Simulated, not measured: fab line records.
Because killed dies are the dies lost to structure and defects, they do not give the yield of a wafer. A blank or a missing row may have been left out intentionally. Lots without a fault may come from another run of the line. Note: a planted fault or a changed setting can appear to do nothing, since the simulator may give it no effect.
fab line records ; flow n5-finfet
record lots=4; wafers=12; last-day=17
route steps=1938 shown FIN_SAQP@106 FIN_CUT@165 BEOL_M4@1111 PASSIVATION@1936
lots that met no fault: from a run of the same line without faults
start-h: the number of hours between the record's first day and the start of the first shown wafer of the lot ; wait-h: hours elapsed since this lot's preceding step ; " repeats the value in the row above ; L1.1+2: a single row standing in for several wafers ; - either no value or no given start ; * or withheld: withheld ; < > ~ a bound
route shown NAME@n: names a module that has steps shown in the file, with the first one's number in the route ; usual: mean/standard deviation taken from wafers without a fault ; same: alike in all rows ; chamber/n: place in a boat ; sites: per-site readings ; _std_site: the values' standard deviation ; _edge_site: inner sites' mean taken away from outer sites' mean ; radius-mm: for every site, how far away it sits from the centre of the wafer ; mask NAME#n: copy n ; behind: the tool/chamber that last shaped the wafer ; hold: cause of the lot's hold/its duration in hours/its outcome ; device: the transistor (n, p or np) that didn't switch ; end of line: the route-end tests of the same wafers ; a step without rows: its recipe alone ; killed: not the wafer's yield, but the dies lost to structure and defects at the first sort ; map: dies across one wafer; x = killed, . = not, _ = none there
set.NAME: setting as actually run; set.NAME@STEP: the setting as run at that earlier step ; model.NAME: the simulator's own value behind a step, which no gauge read
lots seen at some steps along the route; tables by step, rows by wafer
services: a tool's chamber out of use, with start hour (start-h, from the record's first day; less than 0 if before it), hours out, and reason
## steps
# step N5_FIN_SAQP_EBR_12
# recipe solvent=PGMEA; ebr-width-mm=1.5
# step N5_FIN_SAQP_SOFTBAKE_11
# recipe temp-c=110; time-s=60; resist=CAR-ArF
# step N5_FIN_SAQP_EXPOSE_13
# recipe mask-id=FIN_CORE; na=1.35; source-shape=dipole; sigma-inner=0.538; sigma-outer=0.738; polarization=te; target-cd-nm=35.6; dose-mj=63.25
# step N5_FIN_SAQP_PEB_14
# recipe peb-temp-c=withheld; peb-time-s=60; resist=CAR-ArF
# step N5_FIN_SAQP_DEVELOP_15
# recipe develop-time-s=30; developer=TMAH; resist=CAR-ArF; dev-temp-c=23; rinse-liquid=diw; dry=air-spin
# step N5_FIN_SAQP_DESCUM_21
# recipe chemistry=O2; time-s=7.9; source-power-w=50; bias-power-w=20; pressure-mtorr=20; rf-frequency-hz=2.712e+07; temp-c=40; resist=CAR-ArF; o2-flow-sccm=225
# step N5_FIN_SAQP_ETCH_51
# recipe chemistry=CF4; target=SiARC; target-depth-a=455; mask-material=CAR-ArF; time-s=75.8; ion-energy-ev=80; pressure-mtorr=40; source-w=545; bias-w=36; Ar_flow_sccm=100; cf4-flow-sccm=100; ends=cleared
# step N5_FIN_SAQP_ETCH_52
# recipe chemistry=N2/H2; target=SOC; target-depth-a=1000; overetch-a=200; mask-material=SiARC; temp-c=40; time-s=150; ion-energy-ev=200; pressure-mtorr=30; source-w=840; bias-w=150; n2-flow-sccm=200; h2-flow-sccm=200; ends=end-point
# step N5_FIN_SAQP_STRIP_53
# recipe chemistry=N2/H2; temp-c=40; n2-flow-sccm=200; h2-flow-sccm=200; rf-frequency-hz=6e+07
# step N5_FIN_SAQP_HM_OPEN_73
# recipe chemistry=CHF3/O2; target=SiO2; stop-on=a-Si; target-depth-a=120; over-etch-frac=1.8; mask-material=SOC; time-s=16.8; pressure-mtorr=30; source-w=650; bias-w=170; Ar_flow_sccm=200; CHF3_flow_sccm=50; O2_flow_sccm=5; ion-energy-ev=200; ends=end-point
# usual CHF3_flow_sccm=49.99/0.13; bias-w=170.0/0.52; drypump-motor-current-A=5.6/0.34; oes_f_703_au=0.77/0.071; oes-product-au=0.46/0.044; rf-vpp-V=527/12; showerhead-plenum-p-Torr=2.42/0.062; throttle-valve-pct=18.81/0.3
# same over-etch-frac=1.8
lot.wafer;tool;chamber;start-h;wait-h;CHF3_flow_sccm;bias-w;drypump-motor-current-A;oes_f_703_au;oes-product-au;rf-hours-counter-h;rf-vpp-V;showerhead-plenum-p-Torr;throttle-valve-pct
L134.1;rie-diel-05;1;28.52;0.0;49.93;170.3;5.6;0.77;0.48;130;546;2.49;18.68
L134.2;rie-diel-05;0;28.52;0.0;49.95;169.8;5.4;0.79;0.47;135;534;2.51;19.06
L134.4;rie-diel-05;2;28.52;0.0;50.19;170.0;5.2;0.73;0.45;160;545;2.50;19.07
L151.1;rie-diel-05;0;130.22;0.0;49.74;170.5;5.4;0.77;0.46;170;533;2.49;19.11
L151.5;rie-diel-05;1;130.22;0.0;49.98;170.4;5.6;0.73;0.45;-;546;2.48;18.76
L151.6;rie-diel-05;2;130.22;0.0;49.88;170.4;5.2;0.70;0.44;-;544;2.49;19.13
L155.2;rie-diel-05;3;153.97;0.0;49.66;170.2;6.5;0.68;0.41;246;530;2.30;19.05
L155.5;rie-diel-05;1;153.97;0.0;49.89;171.1;5.6;0.73;0.45;-;545;2.47;18.77
L155.6;rie-diel-05;0;153.97;0.0;49.91;170.8;5.4;0.75;0.45;-;534;2.49;19.14
L156.1;rie-diel-01;3;160.48;0.0;50.10;169.3;5.5;0.74;0.42;209;509;2.40;19.14
L156.3;rie-diel-01;0;160.48;0.0;49.82;169.5;5.9;0.95;0.57;7;515;2.37;18.67
L156.6;rie-diel-01;2;160.48;0.0;49.92;170.1;5.7;0.73;0.42;-;516;2.36;19.24
# step N5_FIN_SAQP_STRIP_74
# recipe chemistry=CHF3/O2; resist=SiARC; rf-frequency-hz=6e+07
# step N5_FIN_SAQP_MANDREL_ETCH_22
# recipe target-depth-a=600; chemistry=HBr/Cl2; target=a-Si; stop-on=SiNx; bt-time-s=10; over-etch-frac=0.5; time-s=30; pressure-mtorr=10; icp-w=800; bias-w=75; HBr_flow_sccm=150; Cl2_flow_sccm=80; ends=end-point
# step N5_FIN_SAQP_STRIP_55
# recipe chemistry=N2/H2; power-w=500; temp-c=40; pressure-mtorr=50; rf-frequency-hz=6e+07; overash-fraction=0.3; bias-power-w=28; h2-frac=0.5; n2-flow-sccm=300; h2-flow-sccm=300
# step N5_FIN_SAQP_STRIP_23
# recipe chemistry=SPM; time-s=750; temp-c=130; h2so4-h2o2-vol-ratio=4
# step N5_FIN_SAQP_SRD_66
# recipe dry=ipa-marangoni; time-s=30; temp-c=23; rinse-liquid=diw
# step N5_FIN_SAQP_RECESS_75
# recipe chemistry=HF/NH3; target=SiO2; target-depth-a=144; afs-cycles=3; temp-c=30; sublimation-temp-c=180; sublimation-time-s=60
# step N5_FIN_SAQP_SPACER1_ALD_24
# recipe material=SiO2; target-thk-a=203; temp-c=300; ald-precursor-family=BDEAS; ald-co-reactant=O2-plasma; pulse-time-s=1; purge-time-s=2; co-reactant-purge-time-s=2; ald-cycles=218; pressure-torr=2
# step N5_FIN_SAQP_SPACER1_ETCHBACK_25
# recipe chemistry=CHF3/O2; mode=anisotropic-etchback; target=SiO2; target-depth-a=244; time-s=12.2; pressure-mtorr=30; source-w=650; bias-w=170; Ar_flow_sccm=200; CHF3_flow_sccm=50; O2_flow_sccm=5; ion-energy-ev=200
# step N5_FIN_SAQP_MANDREL1_REMOVE_56
# recipe chemistry=HBr/Cl2/O2; bt-time-s=10; target=a-Si; stop-on=SiNx; endpoint=OES-SiCl; over-etch-frac=1; icp-w=600; bias-w=22; HBr_flow_sccm=150; Cl2_flow_sccm=80; O2_flow_sccm=5; pressure-mtorr=10
# step N5_FIN_SAQP_ETCH_57
# recipe chemistry=CH3F/O2; target=SiNx; mask-material=SiO2; target-depth-a=325; time-s=46.4; pressure-mtorr=30; source-w=395; bias-w=73; Ar_flow_sccm=150; CH3F_flow_sccm=30; O2_flow_sccm=20; ion-energy-ev=120; ends=cleared
# step N5_FIN_SAQP_ETCH_65
# recipe chemistry=CF4; target=SiO2; target-depth-a=40; ion-energy-ev=350; time-s=4.4; pressure-mtorr=10; icp-w=800; bias-w=400; cf4-flow-sccm=80
# step N5_FIN_SAQP_MANDREL_ETCH_58
# recipe chemistry=HBr/Cl2; target=a-Si; target-depth-a=450; bt-time-s=10; stop-on=SiNx; mask-material=SiO2; over-etch-frac=0.8; time-s=27; pressure-mtorr=10; icp-w=800; bias-w=75; HBr_flow_sccm=150; Cl2_flow_sccm=80; ends=end-point
# step N5_FIN_SAQP_RECESS_63
# recipe chemistry=HF/NH3; target=SiO2; target-depth-a=180; afs-cycles=3; temp-c=30; sublimation-temp-c=180; sublimation-time-s=60
# step N5_FIN_SAQP_COAT_68
# recipe resist=SOC; temp-c=250; time-s=60; spin-rpm=1500; resist-thk-nm=100
# step N5_FIN_SAQP_ETCH_69
# recipe chemistry=N2/H2; target=SOC; target-depth-a=1500; stop-on=SiNx; ion-energy-ev=100; bias-w=61; pressure-mtorr=30; source-w=850; n2-flow-sccm=200; h2-flow-sccm=200
# step N5_FIN_SAQP_ETCH_67
# recipe chemistry=CH3F/O2; target=SiNx; target-depth-a=300; mask-material=SOC; pressure-mtorr=30; source-w=395; bias-w=73; Ar_flow_sccm=150; CH3F_flow_sccm=30; O2_flow_sccm=20; ion-energy-ev=120
# step N5_FIN_SAQP_STRIP_70
# recipe chemistry=N2/H2; power-w=500; temp-c=40; pressure-mtorr=50; rf-frequency-hz=6e+07; overash-fraction=0.3; bias-power-w=28; h2-frac=0.5; n2-flow-sccm=300; h2-flow-sccm=300
# step N5_FIN_SAQP_RECESS_71
# recipe chemistry=HF/NH3; target=SiO2; target-depth-a=30; afs-cycles=1; temp-c=30; sublimation-temp-c=180; sublimation-time-s=60
# step N5_FIN_SAQP_SPACER2_ALD_28
# recipe material=SiO2; target-thk-a=81; temp-c=300; ald-precursor-family=BDEAS; ald-co-reactant=O2-plasma; pulse-time-s=1; purge-time-s=2; co-reactant-purge-time-s=2; pressure-torr=2
# step N5_FIN_SAQP_SPACER2_ETCHBACK_29
# recipe chemistry=CHF3/O2; mode=anisotropic-etchback; target=SiO2; target-depth-a=122; time-s=6.1; pressure-mtorr=30; source-w=650; bias-w=170; Ar_flow_sccm=200; CHF3_flow_sccm=50; O2_flow_sccm=5; ion-energy-ev=200
# step N5_FIN_SAQP_MANDREL2_REMOVE_60
# recipe chemistry=HBr/Cl2/O2; bt-time-s=10; target=a-Si; stop-on=SiNx; endpoint=OES-SiCl; over-etch-frac=1; icp-w=600; bias-w=22; HBr_flow_sccm=150; Cl2_flow_sccm=80; O2_flow_sccm=5; pressure-mtorr=10
# step N5_FIN_SAQP_HM_OPEN_33
# recipe chemistry=CH3F/O2; target=SiNx; mask-material=SiO2; target-depth-a=494; time-s=70.6; pressure-mtorr=30; source-w=395; bias-w=73; Ar_flow_sccm=150; CH3F_flow_sccm=30; O2_flow_sccm=20; ion-energy-ev=120; ends=cleared
# step N5_FIN_SAQP_ETCH_34
# recipe chemistry=C4F6/O2; target=SiO2; target-depth-a=450; time-s=15; ion-energy-ev=250; pressure-mtorr=30; source-w=345; bias-w=185; Ar_flow_sccm=300; C4F6_flow_sccm=10; O2_flow_sccm=10; ends=cleared
# step N5_FIN_SAQP_STRIP_77
# recipe chemistry=N2/H2; time-s=90; power-w=100; temp-c=40; pressure-mtorr=100; rf-frequency-hz=6e+07; bias-power-w=3; n2-flow-sccm=300; h2-flow-sccm=300
# step N5_FIN_SAQP_ETCH_64
# recipe chemistry=CF4; target=SiO2; target-depth-a=15; ion-energy-ev=350; pressure-mtorr=10; icp-w=800; bias-w=400; cf4-flow-sccm=80
# step N5_FIN_SAQP_FIN_ETCH_36
# recipe chemistry=HBr/Cl2/O2; target-depth-a=1200; mask-material=SiNx; time-s=50.4; bias-w=102; pressure-mtorr=10; icp-w=800; HBr_flow_sccm=150; Cl2_flow_sccm=80; O2_flow_sccm=12
# step N5_FIN_SAQP_INSPECT_40
# recipe inspect-instrument=brightfield; mode=aei
# usual raw-defect-count=244/79
lot.wafer;tool;chamber;start-h;wait-h;raw-defect-count
L134.1;defect-inspect-02;-;32.84;0.0;281
L134.2;defect-inspect-02;-;32.84;0.0;262
L134.4;defect-inspect-02;-;32.84;0.0;426
L151.1;defect-inspect-02;-;134.99;0.0;577
L151.5;defect-inspect-02;-;134.99;0.0;769
L151.6;defect-inspect-02;-;134.99;0.0;668
L155.2;defect-inspect-01;-;158.14;0.0;628
L155.5;defect-inspect-01;-;158.14;0.0;696
L155.6;defect-inspect-01;-;158.14;0.0;724
L156.1;defect-inspect-01;-;165.17;0.0;286
L156.3;defect-inspect-01;-;165.17;0.0;243
L156.6;defect-inspect-01;-;165.17;0.0;155
# step N5_FIN_CUT_INSPECT_10
# recipe mode=adi; inspect-instrument=brightfield
# usual raw-defect-count=45/12
lot.wafer;tool;chamber;start-h;wait-h;raw-defect-count
L134.1;defect-inspect-02;-;33.35;0.1;59
L134.2;defect-inspect-02;-;33.35;0.1;53
L134.4;defect-inspect-02;-;33.35;0.1;71
L151.1;defect-inspect-01;-;135.51;0.1;433
L151.5;defect-inspect-01;-;135.51;0.1;485
L151.6;defect-inspect-01;-;135.51;0.1;465
L155.2;defect-inspect-02;-;158.66;0.0;417
L155.5;defect-inspect-02;-;158.66;0.0;453
L155.6;defect-inspect-02;-;158.66;0.0;448
L156.1;defect-inspect-02;-;165.56;0.1;55
L156.3;defect-inspect-02;-;165.56;0.1;49
L156.6;defect-inspect-02;-;165.56;0.1;37
# step N5_BEOL_M4_RC_MEAS_101
# usual DIBL_N=36.9/1.6; DIBL_P=37.1/2; IOFF_N=0.17/0.032; IOFF_P=0.22/0.036; ION_N=674/12; ION_P=463/7.8; SS_N=71.7/0.63; SS_P=73.5/0.62; VT_N=249/3.3; VT_P=-250/3.5
lot.wafer;tool;chamber;start-h;wait-h;DIBL_N[mV/V];DIBL_P[mV/V];IOFF_N[nA/um];IOFF_P[nA/um];ION_N[uA/um];ION_P[uA/um];SS_N[mV/dec];SS_P[mV/dec];VT_N[mV];VT_P[mV]
L134.1;prober-02;0;188.59;0.0;34.8;33.4;0.12;0.19;654;460;71.4;71.9;254;-247
L134.2;prober-02;0;188.59;0.0;37.4;36.5;0.15;0.22;661;462;72.0;72.4;253;-251
L134.4;prober-02;0;188.59;0.0;35.7;34.9;0.14;0.21;660;466;70.8;72.5;256;-247
L151.1;prober-01;0;280.04;0.0;37.0;36.8;0.18;0.27;683;479;71.4;73.8;246;-244
L151.5;prober-01;0;280.04;0.0;36.4;36.7;0.18;0.27;687;477;71.7;73.9;246;-245
L151.6;prober-01;0;280.04;0.0;38.6;37.2;0.21;0.28;686;472;72.9;74.7;245;-245
L155.2;prober-01;0;302.28;0.2;35.2;34.0;0.14;0.24;670;467;71.5;73.5;250;-246
L155.5;prober-01;0;302.28;0.2;37.1;35.2;0.17;0.25;688;475;71.8;73.7;250;-246
L155.6;prober-01;0;302.28;0.2;37.9;35.5;0.19;0.26;680;469;72.2;73.1;246;-245
L156.1;prober-01;0;309.93;0.0;36.5;37.0;0.16;0.23;683;469;71.9;73.0;248;-246
L156.3;prober-01;0;309.93;0.0;36.5;38.3;0.15;0.25;669;463;71.4;73.4;252;-245
L156.6;prober-01;0;309.93;0.0;36.6;37.2;0.16;0.24;675;467;71.7;73.4;249;-248
# step N5_PASSIVATION_PROBE_49
# usual defect-limited-yield=90.9/1.6; killed_at_M0_to_M3=34/11; killed_at_M4_up=14/5.7; killed-at-contacts=13/6.5; killed-at-front-end=43/11; killed-at-other=4/3.1; killed-dies=107/19; killed-open=71/14; killed-short=35/7.9; sort_bin_5_function=5.3/1.1; sort_bin_6_memory=3.4/0.74; sort-n-pass=1073/19; sort-yield-pct=90.9/1.6
# same gross-dies=1180; killed-at-back-side=0; sort_bin_4_leakage[%]=0; sort_bin_8_speed[%]=0
lot.wafer;tool;chamber;start-h;wait-h;defect-limited-yield[%];killed_at_M0_to_M3;killed_at_M4_up;killed-at-contacts;killed-at-front-end;killed-at-other;killed-dies;killed-open;killed-short;sort_bin_5_function[%];sort_bin_6_memory[%];sort-n-pass;sort-yield-pct[%]
L151.1;prober-02;-;370.52;0.0;85.7;21;11;8;128;1;169;33;22;8.6;3.5;1011;85.7
L151.5;prober-02;-;370.72;0.2;83.6;28;18;5;142;0;193;51;25;11.1;3.6;987;83.6
L151.6;prober-02;-;370.77;0.3;90.0;35;9;14;59;1;118;66;23;5.2;3.8;1062;90.0
L155.2;prober-02;-;407.42;0.1;86.2;35;8;4;110;6;163;57;23;8.4;4.1;1017;86.2
L155.5;prober-02;-;407.57;0.2;82.7;33;16;11;141;3;204;70;21;11.7;3.6;976;82.7
L155.6;prober-02;-;407.62;0.3;84.0;15;7;16;144;7;189;60;22;9.9;4.4;991;84.0
# killed by level:class
L151.1 FIN_SAQP:unspecified=113 BEOL_M0_SAQP:geometric-particle:short=7 STI_FIN_REVEAL:geometric-particle:open=6 MOL_CONTACT_COAG:geometric-particle:open=6 BEOL_M0_SAQP:geometric-particle:open=5 BEOL_M4:geometric-particle:short=3 STI_FIN_REVEAL:geometric-particle:short=2 MOL_CONTACT_COAG:geometric-particle:short=2
L151.5 FIN_SAQP:unspecified=115 BEOL_M0_SAQP:geometric-particle:open=9 STI_FIN_REVEAL:geometric-particle:open=8 BEOL_M0_SAQP:geometric-particle:short=7 BEOL_M4:geometric-particle:open=6 STARTING-WAFER:geometric-particle:open=5 BEOL_M11:geometric-particle:open=4 MOL_CONTACT_COAG:geometric-particle:open=3
L151.6 FIN_SAQP:unspecified=29 MOL_CONTACT_COAG:geometric-particle:open=14 STI_FIN_REVEAL:geometric-particle:open=13 BEOL_M0_SAQP:geometric-particle:short=10 BEOL_M0_SAQP:geometric-particle:open=8 BEOL_M3:geometric-particle:open=7 BEOL_M2:geometric-particle:open=5 DUMMY_GATE:geometric-particle:open=4
L155.2 FIN_SAQP:unspecified=83 STI_FIN_REVEAL:geometric-particle:open=8 BEOL_M1:geometric-particle:open=8 FIN_SAQP:geometric-particle:open=6 BEOL_M2:geometric-particle:open=6 BEOL_M3:geometric-particle:open=6 FIN_SAQP:geometric-particle:short=5 BEOL_M0_SAQP:geometric-particle:open=5
L155.5 FIN_SAQP:unspecified=110 BEOL_M2:geometric-particle:open=16 MOL_CONTACT_COAG:geometric-particle:open=9 FIN_SAQP:geometric-particle:short=8 FIN_SAQP:geometric-particle:open=7 BEOL_M4:geometric-particle:open=6 STI_FIN_REVEAL:geometric-particle:open=6 BEOL_M3:geometric-particle:open=5
L155.6 FIN_SAQP:unspecified=107 MOL_CONTACT_COAG:geometric-particle:open=15 FIN_SAQP:geometric-particle:open=8 STI_FIN_REVEAL:geometric-particle:open=7 DUMMY_GATE:geometric-particle:open=6 FIN_SAQP:geometric-particle:short=5 BEOL_M3:geometric-particle:open=4 PASS1_CAP:geometric-particle:open=3
# map L151.5 (x killed, . not)
_________________....xx......________________
______________................x._____________
___________....x...................__________
__________.....x.xx................._________
________...x.xxxxxxxx.....x.x...x...x._______
_______xx.x.x.xxxxxxxxxx.x...x.........______
______......xxxxxxxxxx.............x...._____
_____.x...x.xxxxxxxxxxx..................____
____....x..xxxxxxxxxxxx..........x........___
___.......xx.xxxxxxxxxxxx.........x.....x..__
___x......xxxxxxxxxxxxxx...................__
__.....x...x.xxxxxxxx.x..xx................._
__xx...x....xxx.xxx.x...x..x................_
_.......xx....x.xxxxxx...........x...........
_.............x.xx.x..............x.......x..
_................x...xx...........x..........
_...........x.x..............................
_..........................x....x....xx.....x
_............................................
_....................x.......................
_..x.x.......................................
__..x...x.x..............x.x...............x_
__..........xxxx..........x.............x..._
___.x.xx.........................x.........__
___...x....x...............................__
____.......x.............x................___
_____x..x........x..............x.......x____
______.................................._____
_______.............x.......x..........______
________.............................._______
__________x.......................x._________
___________........................__________
______________x........x........_____________
_________________.....xx.....________________
# map L155.5 (x killed, . not)
_________________..x.........________________
______________x.....x..x......x._____________
___________.....x...x.......xx....x__________
__________.....xx..................._________
________.....xx.xxxxxx..x..........x.x_______
_______.xx.x.xxxxxxxxxxx...............______
______.x....xxxxxxxxxxx................._____
_____x...x..xxxxxxxxxxxx.x....x...x...x..____
____....x.xx.xxxxxxxxxxxx............x....___
___.......xxxxxxxxxxxxxx.......x.....x.....__
___....x....xxxxxxxxxxx.x.x...xx...........__
__.....xx..xxxxxxxxxxxxxx.........x.x.x....._
__...x..x..xx.xxxxxxx..x......x............._
_...............xxxxx...x........x...........
_...........x.x..................x...........
_...............x.................x..........
_..x.............x..............x..x........x
_............................x......x..x.....
_.......x..........................x......x..
_.....x.x.............x.........x............
_..................x..x.....................x
__............x..................x.........._
__..........x.....................x........._
___..............x.........x...x...........__
___..........x...x.........x...............__
____..x......................x....x.......___
_____.x..........................x.......____
______..............x...x......x.......x_____
_______..x......................x.x....______
________.............................._______
__________......x...x...x..........._________
___________........................__________
______________.................._____________
_________________.x.....x....________________
## services
tool;chamber;start-h;hours;kind
rie-diel-05;0;36.82;12.6;repair
rie-diel-01;-;64.71;1.3;repair
rie-diel-01;0;120.89;-;clean
rie-diel-01;0;120.89;-;consumable-replace:focus-ring
rie-diel-01;0;120.89;14.7;scheduled-down
rie-diel-01;0;120.89;14.7;vent-cycle
rie-diel-05;2;141.89;14.4;repair
rie-diel-05;0;157.23;1.9;repair
## key
first-sign step=N5_FIN_SAQP_INSPECT_40; reading=raw-defect-count; direction=up; sigmas=5.5; usual=244; struck=677
effect step=N5_FIN_CUT_INSPECT_10; reading=raw-defect-count; direction=up; sigmas=32; usual=45; struck=450
effect step=N5_PASSIVATION_PROBE_49; reading=killed-at-front-end; direction=up; sigmas=7; usual=43; struck=121
more-kills-born-at N5_FIN_SAQP_HM_OPEN_73@rie-diel-05=557
met-at N5_FIN_SAQP_HM_OPEN_73
struck-wafers L151.1,L151.5,L151.6,L155.2,L155.5,L155.6
onset-between 28.52 130.22
fault kind=chamber-particle-source; tool=rie-diel-05; chamber=-; onset-h=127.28; steps=N5_FIN_SAQP_HM_OPEN_73; rate-per-visit-cm2=0.62834; end-h=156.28
